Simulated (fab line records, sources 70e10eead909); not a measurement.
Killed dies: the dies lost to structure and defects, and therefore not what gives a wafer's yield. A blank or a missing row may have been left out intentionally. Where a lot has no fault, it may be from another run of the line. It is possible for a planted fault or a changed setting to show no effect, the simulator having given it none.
Which tool did it?	flow nand-harc	11 lots, 33 wafers sampled, at 3 steps of a route of 1302

WHAT THE GAUGES READ, wafer by wafer
NHARC_P_ZERO_WELL_CD_MEAS_52: target cd 2000 nm. Usual: cd-nm 1999.4 nm, standard deviation 2.1.
lot	measured	on	cd-nm (nm)	flag
L152	day 2 01:44	cd-sem-01	2003.6 2000.8 2003.4	
L153	day 2 11:37	cd-sem-02	1998.8 1996.3 2000.7	
L154	day 2 22:22	cd-sem-02	2001.1 2001.4 1997.9	
L156	day 3 17:44	cd-sem-03	1999.4 2003.0 1998.1	
L158	day 4 13:49	cd-sem-01	2000.4 1999.3 1996.8	
L162	day 6 05:43	cd-sem-01	2002.9 2000.4 2002.0	
L164	day 7 01:44	cd-sem-01	2000.8 2000.3 1999.5	
L165	day 7 11:46	cd-sem-02	1999.4 2002.5 1999.1	
L166	day 7 21:59	cd-sem-01	1997.2 2000.0 1995.4	
L167	day 8 08:04	cd-sem-01	2000.6 2000.2 1996.3	
L169	day 9 04:18	cd-sem-02	1966.6 1969.0 1968.3 1966.3 1969.0 1968.3	OFF

WHAT TOOL EACH LOT RAN ON (gives the tool, then ch and the chambers of the sampled wafers, and finally the start)
lot	NHARC_P_ZERO_WELL_DESCUM_39	NHARC_P_ZERO_WELL_EXPOSE_49
L152	rie-diel-05 ch 0,1,2, day 2 00:15	krf-scanner-02 ch 0, day 2 01:34
L153	rie-diel-05 ch 0,1, day 2 10:08	krf-scanner-01 ch 0, day 2 11:28
L154	rie-diel-05 ch 0,1,2, day 2 21:01	krf-scanner-01 ch 0, day 2 22:13
L156	rie-diel-04 ch 0,3, day 3 16:16	krf-scanner-01 ch 0, day 3 17:35
L158	rie-diel-04 ch 0,1,2, day 4 12:29	krf-scanner-02 ch 0, day 4 13:40
L162	rie-diel-05 ch 1,3, day 6 04:14	krf-scanner-02 ch 0, day 6 05:34
L164	rie-diel-04 ch 0,1,3, day 7 00:20	krf-scanner-02 ch 0, day 7 01:35
L165	rie-diel-05 ch 1,2,3, day 7 10:18	krf-scanner-04 ch 0, day 7 11:37
L166	rie-diel-11 ch 0,1, day 7 20:30	krf-scanner-01 ch 0, day 7 21:50
L167	rie-diel-05 ch 1,2,3, day 8 06:35	krf-scanner-02 ch 0, day 8 07:55
L169	rie-diel-04 ch 0,1,3, day 9 02:48	krf-scanner-01 ch 0, day 9 04:08
- NHARC_P_ZERO_WELL_DESCUM_39: chemistry O2, time 3 s.
- NHARC_P_ZERO_WELL_EXPOSE_49: exposes mask P HVPW, target cd 2000 nm.

WHAT THE TOOLS THEMSELVES READ (means of the sampled wafers that have a number; where no wafer has one, the mark that the record gives instead)
NHARC_P_ZERO_WELL_DESCUM_39. Usual: chamber-pressure-mTorr 60.00 mTorr, standard deviation 0.054; drypump-motor-current-A 5.9 A, standard deviation 0.46; oes-product-au 0.997 a.u., standard deviation 0.01; rf-vpp-V 57.6 V, standard deviation 0.92; showerhead-plenum-p-Torr 1.88 Torr, standard deviation 0.067; throttle-valve-pct 11.312 %, standard deviation 0.0081.
lot	tool	chamber-pressure-mTorr (mTorr)	drypump-motor-current-A (A)	oes-product-au (a.u.)	rf-vpp-V (V)	showerhead-plenum-p-Torr (Torr)	throttle-valve-pct (%)	flag
L152	rie-diel-05	60.05	6.1	0.994	58.4	1.89	11.319	
L153	rie-diel-05	60.03	5.8	1.004	56.5	1.85	11.315	
L154	rie-diel-05	59.93	6.1	1.003	57.1	1.89	11.303	
L156	rie-diel-04	59.96	6.3	1.002	57.9	1.92	11.315	
L158	rie-diel-04	60.05	6.0	0.999	57.7	1.95	11.311	
L162	rie-diel-05	59.95	5.5	0.994	57.6	1.84	11.313	
L164	rie-diel-04	60.02	6.0	0.992	57.3	1.91	11.315	
L165	rie-diel-05	60.02	5.8	0.988	57.5	1.88	11.311	
L166	rie-diel-11	60.03	6.0	0.989	57.7	1.89	11.323	
L167	rie-diel-05	60.02	5.7	0.990	57.7	1.88	11.315	
L169	rie-diel-04	60.03	6.0	1.004	58.4	1.91	11.313	

THE ANSWER, worked out from the rows above alone
Rule: a lot is off if the mean of its wafers that have a number lies more than 3 standard deviations from the usual mean. A lot without any number at a reading at which 4 lots or more have one is off too. Where the step has rows for the other lots, those lots are counted as sound. After the gauges, taken in route order, come the tools' own readings; for these a lot's mean is taken, as printed above. The first step at which some lot is off is used, and at that step the reading that is off furthest; a lot without a number counts as furthest.
Off: L169 (NHARC_P_ZERO_WELL_CD_MEAS_52, cd-nm).
A tool fits if, at a process step before that reading, it ran every lot that is off, and no sound lot after the first of them. Those tools and the gauges at NHARC_P_ZERO_WELL_CD_MEAS_52 are tried in the same way. Can't be told from this: 3 tools fit, rie-diel-04 at NHARC_P_ZERO_WELL_DESCUM_39, krf-scanner-01 at NHARC_P_ZERO_WELL_EXPOSE_49, cd-sem-02 at NHARC_P_ZERO_WELL_CD_MEAS_52.

WHAT THE SIMULATOR HAD PUT IN
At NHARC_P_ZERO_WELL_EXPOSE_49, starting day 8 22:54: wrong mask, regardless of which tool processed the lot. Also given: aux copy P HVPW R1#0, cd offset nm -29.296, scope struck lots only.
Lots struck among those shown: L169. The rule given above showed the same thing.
